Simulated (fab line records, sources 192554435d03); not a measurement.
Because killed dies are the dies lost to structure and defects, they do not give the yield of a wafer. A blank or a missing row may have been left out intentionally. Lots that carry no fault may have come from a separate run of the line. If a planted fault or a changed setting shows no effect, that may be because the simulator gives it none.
fab line records + flow n5Finfet + part 2 of 2: steps 23 to 28 of 28
record
- lots=5
- wafers=15
- lastDay=17
route steps=1938 shown HKMG_FIN@417
lots with no fault: from the same line, run without faults
startH: hours from the record's opening day to when the first of the lot's shown wafers began + waitH: how many hours have passed since the lot's step before this one + " identical to the entry in the row above + L1.1+2: one row covering several wafers at once + - value missing, or start not given + * or withheld: withheld + < > ~ a bound
route shown NAME@n: names a module that has steps shown in the file, with the first one's number in the route + usual: average and standard deviation across the fault-free wafers + same: alike in all rows + chamber/n: place in a boat + sites: per-site readings + _std_site: the standard deviation of these + _edge_site: mean of outer sites minus mean of inner sites + radiusMm: for every site, how far away it sits from the centre of the wafer + mask NAME#n: copy n + behind: the tool/chamber that last shaped the wafer + hold: the reason the lot was held/the length of the hold in hours/how it ended + device: transistor that didn't switch, given as n, p or np + end of line: at the end of the route, the tests of the same wafers + for a step that has no rows: nothing shown but its recipe + killed: dies lost to structure and defects at the first sort, not the wafer's yield + map: shows each die of a wafer: x if killed, . if not, _ if none is there
set.NAME: the setting the step ran with; set.NAME@STEP: the setting that earlier step ran with + model.NAME: the simulator's own value behind a step, which no gauge read
lots at some steps of the route; a table a step, a row a wafer
services: a tool's chamber out of use, with start hour (startH, from the record's first day; less than 0 if before it), hours out, and reason
## steps
# step N5_HKMG_FIN_STRIP_92
# recipe
- chemistry=N2/H2
- material=SOC
- timeS=20
- powerW=500
- tempC=40
- pressureMtorr=50
- rfFrequencyHz=6e+07
- biasPowerW=8
- h2Frac=0.5
- n2FlowSccm=300
- h2FlowSccm=300
# usual
- chamberPressureMTorr=50.01/0.057
- drypumpMotorCurrentA=5.8/0.47
- oesProductAu=0.78/0.059
- rfVppV=54.3/0.83
- showerheadPlenumPTorr=3.41/0.071
- throttleValvePct=19.1/0.34
| lot.wafer | tool       | chamber | startH | waitH | chamberPressureMTorr | drypumpMotorCurrentA | oesProductAu | rfHoursCounterH | rfVppV | showerheadPlenumPTorr | throttleValvePct |
|-----------|------------|---------|--------|-------|----------------------|----------------------|--------------|-----------------|--------|-----------------------|------------------|
| L078.2    | rieDiel-05 | 3       | 106.70 | 0.1   | 50.03                | 5.5                  | 0.87         | 64              | 54.2   | 3.53                  | 18.9             |
| L078.4    | "          | 1       | "      | "     | 49.99                | 6.2                  | 0.88         | 55              | 55.1   | 3.41                  | 19.4             |
| L078.5    | "          | 3       | "      | "     | 49.97                | 5.5                  | 0.86         | -               | 54.5   | 3.53                  | 18.9             |
| L080.3    | rieDiel-05 | 0       | 112.44 | 0.1   | 50.07                | 5.5                  | 0.82         | 94              | 54.1   | 3.37                  | 18.7             |
| L080.5    | "          | 3       | "      | "     | 49.96                | 5.5                  | 0.85         | -               | 53.7   | 3.53                  | 18.9             |
| L080.6    | "          | 0       | "      | "     | 50.03                | 5.5                  | 0.81         | -               | 54.2   | 3.37                  | 18.7             |
| L083.1    | rieDiel-06 | 2       | 128.88 | 0.1   | 50.06                | 5.5                  | 0.80         | 96              | 54.1   | 3.39                  | 18.9             |
| L083.2    | "          | 3       | "      | "     | 49.96                | 5.7                  | 0.84         | 70              | 54.6   | 3.39                  | 19.1             |
| L083.6    | "          | 2       | "      | "     | 49.97                | 5.5                  | 0.80         | -               | 55.9   | 3.39                  | 18.9             |
| L084.1    | rieDiel-02 | 0       | 137.61 | 0.1   | 49.92                | 6.6                  | 0.88         | 44              | 55.1   | 3.58                  | 19.2             |
| L084.2    | "          | 1       | "      | "     | 49.98                | 6.3                  | 0.71         | 214             | 54.2   | 3.34                  | 18.8             |
| L084.5    | "          | 0       | "      | "     | 50.10                | 6.6                  | 0.88         | -               | 52.7   | 3.58                  | 19.2             |
| L097.2    | rieDiel-05 | 2       | 212.70 | 0.1   | 49.97                | 4.9                  | 0.71         | 197             | 55.2   | 3.48                  | 19.0             |
| L097.4    | "          | 0       | "      | "     | 50.01                | 5.5                  | 0.78         | 132             | 54.0   | 3.35                  | 18.8             |
| L097.6    | "          | 3       | "      | "     | 49.97                | 5.5                  | 0.81         | -               | 54.2   | 3.51                  | 18.9             |
# step N5_HKMG_FIN_WET_ETCH_18
# recipe
- chemistry=SC1
- target=TiN
- mix=1:1:5
- tempC=*
- timeS=55
- targetDepthNm=5.2
- dry=ipaMarangoni
- rinseTimeS=30
- rinseTempC=23
# usual
- bathHeatDutyPct=7.0/0.78
| lot.wafer | tool        | chamber | startH | waitH | bathHeatDutyPct |
|-----------|-------------|---------|--------|-------|-----------------|
| L078.2    | wetBench-06 | 5       | 106.78 | 0.1   | 9.2             |
| L078.4    | "           | 0       | "      | "     | 7.7             |
| L078.5    | "           | 3       | "      | "     | 7.3             |
| L080.3    | wetBench-03 | 6       | 112.53 | 0.1   | 7.1             |
| L080.5    | "           | 2       | "      | "     | 7.9             |
| L080.6    | "           | 5       | "      | "     | 7.0             |
| L083.1    | wetBench-06 | 3       | 128.96 | 0.1   | 6.8             |
| L083.2    | "           | 2       | "      | "     | 7.1             |
| L083.6    | "           | 1       | "      | "     | 8.0             |
| L084.1    | wetBench-06 | 6       | 137.69 | 0.1   | 7.4             |
| L084.2    | "           | 3       | "      | "     | 7.7             |
| L084.5    | "           | 4       | "      | "     | 7.8             |
| L097.2    | wetBench-06 | 2       | 212.78 | 0.1   | 6.9             |
| L097.4    | "           | 5       | "      | "     | 8.0             |
| L097.6    | "           | 3       | "      | "     | 8.1             |
# step N5_HKMG_FIN_STRIP_19
# recipe
- chemistry=N2/H2
- powerW=2500
- tempC=300
- h2Frac=0.65
- timeS=360
- pressureMtorr=withheld
- n2FlowSccm=1750
- h2FlowSccm=3250
# usual
- drypumpMotorCurrentA=5.4/0.37
- heaterPowerW=424/15
| lot.wafer | tool           | chamber | startH | waitH | drypumpMotorCurrentA | heaterPowerW | rfHoursCounterH |
|-----------|----------------|---------|--------|-------|----------------------|--------------|-----------------|
| L078.2    | plasmaAsher-01 | 1       | 106.84 | 0.0   | 5.3                  | 414          | 43              |
| L078.4    | "              | 0       | "      | "     | 4.9                  | 417          | -               |
| L078.5    | "              | 0       | "      | "     | 4.9                  | 403          | -               |
| L080.3    | plasmaAsher-01 | 0       | 112.71 | 0.1   | 4.9                  | 415          | -               |
| L080.5    | "              | 0       | "      | "     | 5.0                  | 408          | -               |
| L080.6    | "              | 1       | "      | "     | 5.3                  | 433          | -               |
| L083.1    | plasmaAsher-02 | 1       | 129.02 | 0.0   | 5.9                  | 422          | 89              |
| L083.2    | "              | 0       | "      | "     | 5.7                  | 458          | 89              |
| L083.6    | "              | 1       | "      | "     | 5.8                  | 414          | -               |
| L084.1    | plasmaAsher-02 | 0       | 137.75 | 0.0   | 5.8                  | 454          | 91              |
| L084.2    | "              | 1       | "      | "     | 5.9                  | 424          | 91              |
| L084.5    | "              | 0       | "      | "     | 5.8                  | 446          | -               |
| L097.2    | plasmaAsher-01 | 0       | 212.84 | 0.0   | 5.0                  | 418          | 67              |
| L097.4    | "              | 1       | "      | "     | 5.3                  | 433          | -               |
| L097.6    | "              | 1       | "      | "     | 5.3                  | 415          | -               |
# step N5_HKMG_FIN_ALD_91
# recipe
- material=TiN
- targetThkA=10
- tempC=400
- aldPrecursorFamily=TiCl4
- aldCoReactant=NH3
- pulseTimeS=1
- purgeTimeS=3
- coReactantPurgeTimeS=2
- coReactantPulseTimeS=2
- aldCycles=47
- pressureTorr=3
# usual
- heaterPowerW=916/72
- precursorPulseHeightRel=0.999/0.019
| lot.wafer | tool        | chamber | startH | waitH | heaterPowerW | precursorPulseHeightRel |
|-----------|-------------|---------|--------|-------|--------------|-------------------------|
| L078.2    | aldMetal-01 | 3       | 107.23 | 0.3   | 917          | 1.001                   |
| L078.4    | "           | 1       | "      | "     | 914          | 0.996                   |
| L078.5    | "           | 1       | "      | "     | 897          | 0.985                   |
| L080.3    | aldMetal-04 | 2       | 112.98 | 0.2   | 880          | 0.967                   |
| L080.5    | "           | 1       | "      | "     | 863          | 1.020                   |
| L080.6    | "           | 0       | "      | "     | 899          | 0.988                   |
| L083.1    | aldMetal-01 | 3       | 129.40 | 0.3   | 925          | 0.968                   |
| L083.2    | "           | 0       | "      | "     | 941          | 0.971                   |
| L083.6    | "           | 2       | "      | "     | 831          | 1.010                   |
| L084.1    | aldMetal-01 | 1       | 138.14 | 0.3   | 914          | 1.029                   |
| L084.2    | "           | 0       | "      | "     | 971          | 0.990                   |
| L084.5    | "           | 0       | "      | "     | 961          | 1.003                   |
| L097.2    | aldMetal-02 | 3       | 213.23 | 0.3   | 803          | 0.996                   |
| L097.4    | "           | 0       | "      | "     | 1153         | 0.987                   |
| L097.6    | "           | 2       | "      | "     | 881          | 0.987                   |
# step N5_HKMG_FIN_COAT_85
# recipe
- resist=SOC
- tempC=250
- timeS=60
- spinRpm=1500
- resistThkNm=300
| lot.wafer  | tool          | chamber | startH | waitH |
|------------|---------------|---------|--------|-------|
| L078.2+4+5 | lithoTrack-02 | 0       | 107.51 | 0.2   |
| L080.3+5+6 | lithoTrack-04 | 0       | 113.27 | 0.2   |
| L083.1+2+6 | lithoTrack-04 | 0       | 129.68 | 0.2   |
| L084.1+2+5 | lithoTrack-02 | 0       | 138.41 | 0.2   |
| L097.2+4+6 | lithoTrack-02 | 0       | 213.50 | 0.2   |
# step N5_HKMG_FIN_ETCH_86
# recipe
- chemistry=N2/H2
- target=SOC
- targetDepthA=3932
- stopOn=TiN
- ionEnergyEv=100
- biasW=61
- pressureMtorr=30
- sourceW=850
- n2FlowSccm=200
- h2FlowSccm=200
# usual
- chamberPressureMTorr=30.004/0.028
- drypumpMotorCurrentA=5.8/0.47
- oesProductAu=0.77/0.058
- rfVppV=241.4/1
- showerheadPlenumPTorr=2.58/0.059
- throttleValvePct=17.89/0.2
| lot.wafer | tool       | chamber | startH | waitH | chamberPressureMTorr | drypumpMotorCurrentA | oesProductAu | rfHoursCounterH | rfVppV | showerheadPlenumPTorr | throttleValvePct |
|-----------|------------|---------|--------|-------|----------------------|----------------------|--------------|-----------------|--------|-----------------------|------------------|
| L078.2    | rieDiel-06 | 2       | 107.57 | -     | 29.976               | 5.5                  | 0.80         | 87              | 241.7  | 2.57                  | 17.71            |
| L078.4    | "          | 3       | "      | "     | 30.024               | 5.7                  | 0.84         | 62              | 242.8  | 2.57                  | 17.86            |
| L078.5    | "          | 2       | "      | "     | 30.029               | 5.5                  | 0.80         | -               | 241.9  | 2.57                  | 17.71            |
| L080.3    | rieDiel-02 | 3       | 113.32 | -     | 29.990               | 5.9                  | 0.77         | 103             | 241.7  | 2.56                  | 18.14            |
| L080.5    | "          | 0       | "      | "     | 30.016               | 6.5                  | 0.88         | -               | 241.9  | 2.72                  | 17.91            |
| L080.6    | "          | 1       | "      | "     | 30.006               | 6.3                  | 0.71         | -               | 241.3  | 2.53                  | 17.68            |
| L083.1    | rieDiel-05 | 1       | 129.89 | -     | 30.004               | 6.2                  | 0.85         | 64              | 240.3  | 2.58                  | 17.92            |
| L083.2    | "          | 0       | "      | "     | 30.012               | 5.5                  | 0.79         | 99              | 241.6  | 2.55                  | 17.85            |
| L083.6    | "          | 1       | "      | "     | 29.995               | 6.2                  | 0.85         | -               | 241.5  | 2.58                  | 17.92            |
| L084.1    | rieDiel-06 | 0       | 138.60 | -     | 30.050               | 6.4                  | 0.71         | 184             | 241.5  | 2.52                  | 18.22            |
| L084.2    | "          | 1       | "      | "     | 30.007               | 5.7                  | 0.70         | 190             | 242.5  | 2.63                  | 17.78            |
| L084.5    | "          | 2       | "      | "     | 30.037               | 5.5                  | 0.79         | -               | 241.9  | 2.57                  | 17.73            |
| L097.2    | rieDiel-02 | 1       | 213.56 | -     | 30.009               | 6.3                  | 0.69         | 235             | 240.3  | 2.52                  | 17.76            |
| L097.4    | "          | 3       | "      | "     | 29.963               | 5.9                  | 0.75         | 131             | 240.9  | 2.55                  | 18.19            |
| L097.6    | "          | 0       | "      | "     | 30.026               | 6.6                  | 0.84         | -               | 241.9  | 2.71                  | 17.98            |
## services
| tool           | chamber | startH | hours | kind   |
|----------------|---------|--------|-------|--------|
| aldMetal-01    | -       | 82.99  | 2.1   | repair |
| rieDiel-06     | 3       | 91.74  | 2.4   | repair |
| arfiScanner-03 | -       | 95.46  | 1.0   | pm     |
| arfiScanner-02 | -       | 97.14  | 1.1   | repair |
| arfiScanner-01 | -       | 100.19 | 0.8   | pm     |
| arfiScanner-02 | -       | 103.46 | 0.8   | pm     |
| aldMetal-04    | 2       | 107.16 | 4.8   | repair |
| plasmaAsher-02 | -       | 110.53 | 14.6  | pm     |
| aldMetal-02    | 3       | 137.13 | 1.5   | repair |
| plasmaAsher-02 | -       | 144.66 | 1.6   | repair |
| arfiScanner-02 | -       | 148.55 | 1.3   | pm     |
| arfiScanner-01 | -       | 152.81 | 1.9   | repair |
| arfiScanner-02 | -       | 153.50 | 0.8   | pm     |
| rieDiel-02     | -       | 156.72 | 16.8  | repair |
| aldMetal-04    | -       | 156.82 | 2.9   | repair |
| rieDiel-06     | 1       | 161.09 | 4.9   | repair |
| rieDiel-05     | 2       | 164.28 | 5.6   | repair |
| arfiScanner-01 | -       | 165.20 | 1.3   | pm     |
| arfiScanner-01 | -       | 171.05 | 0.8   | repair |
| aldMetal-02    | 3       | 177.12 | 19.9  | repair |
| arfiScanner-02 | -       | 184.47 | 0.4   | repair |
| arfiScanner-02 | -       | 192.86 | 3.9   | pm     |
| plasmaAsher-01 | -       | 202.47 | 0.5   | repair |
| rieDiel-06     | 3       | 211.16 | 15.1  | repair |
